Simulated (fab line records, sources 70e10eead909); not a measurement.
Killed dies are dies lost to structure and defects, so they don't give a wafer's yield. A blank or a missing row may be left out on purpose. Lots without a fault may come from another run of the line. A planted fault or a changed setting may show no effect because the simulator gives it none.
A struck lot beside a sound one | flow nand_harc | 14 steps out of a route of 1159
Sound: wafers L847.3, L847.4, L847.6. Struck: wafers L856.2, L856.5, L856.6. The cause comes at the end.
At each step with rows: each side's tool, then ch and its chambers, then its first start. Under that, the readings that differ: sound wafers | struck wafers | difference of the means | sigmas: that difference in standard deviations of wafers without a fault.
alike: readings whose means differ by less than 2 such deviations, and words and numbers that are the same on both sides. not compared: withheld readings, readings that some wafer has no value for, bounds like >300 that may hide the same value, and numbers for which the record gives no deviation and whose values overlap.
The two part at a step that has a row with sigmas, a row that says differs or no value, or rows on one side only. Numbers that don't overlap but have no deviation are shown without sigmas and don't part them. A reading that every wafer of one side lacks parts them only if that side has two wafers or more.

first, 8 steps without rows for these wafers: NHARC_P_M2_HMDS_02 (time 30 s); NHARC_P_M2_COAT_34 (time 65 s); NHARC_P_M2_COAT_03 (resist thk 90 nm); NHARC_P_M2_SOFTBAKE_04 (time 55 s); NHARC_P_M2_EBR_05; NHARC_P_M2_EXPOSE_06 (exposes mask P M2, target cd 170 nm); NHARC_P_M2_PEB_07 (peb time 65 s); NHARC_P_M2_DEVELOP_08 (develop time 35 s).
NHARC_P_M2_CD_MEAS_09: target cd 170 nm.
  sound on cd_sem-03 ch 0, day 6 14:28; struck on cd_sem-02 ch 0, day 8 12:22
  alike: cd_nm
NHARC_P_M2_OVL_MEAS_10: pitch 340 nm.
  sound on overlay-02, day 6 14:33; struck on overlay-02, day 8 12:27
  alike: overlay_x_nm, overlay_y_nm
NHARC_P_M2_INSPECT_11:
  sound on defect_inspect-01, day 6 14:35; struck on defect_inspect-02, day 8 12:29
  alike: raw_defect_count
NHARC_P_M2_DESCUM_14: chemistry O2, time 3 s.
  sound on rie_diel-06 ch 2,3, day 6 14:38; struck on rie_diel-06 ch 0,1,3, day 8 12:34
  alike: drypump_motor_current_A, oes_product_au, rf_vpp_V, showerhead_plenum_p_Torr, throttle_valve_pct
  not compared: rf_hours_counter_h
NHARC_P_M2_ETCH_35: etches the open film in N2/H2, target depth 40 nm, overetch 12 nm, time 43.94 s.
  sound on rie_diel-06 ch 0,1, day 6 14:44; struck on rie_diel-06 ch 2,3, day 8 12:38
  no value came back on the struck wafers for any of 7 readings (bias_w (W), chamber_pressure_mTorr (mTorr) and others); on the sound wafers bias_w (W) reads 149.6 150.3 149.4
  not compared: rf_hours_counter_h
NHARC_P_M2_ETCH_15: etches the open film in C4F8/Ar, target depth 182.5 nm, time 91.2 s.
  sound on rie_diel-06 ch 2,3; struck on rie_diel-06 ch 1,2, day 8 12:43
  alike: bias_w, chamber_pressure_mTorr, oes_product_au, rf_vpp_V
  not compared: rf_hours_counter_h

WHERE THEY PART
Only at NHARC_P_M2_ETCH_35, within this record. Later steps at which nothing parts them and some readings are alike: NHARC_P_M2_ETCH_15.

WHY: what the simulator had put in
Skipped step whole: rie_diel-06, from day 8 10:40 on, at NHARC_P_M2_ETCH_35. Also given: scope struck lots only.
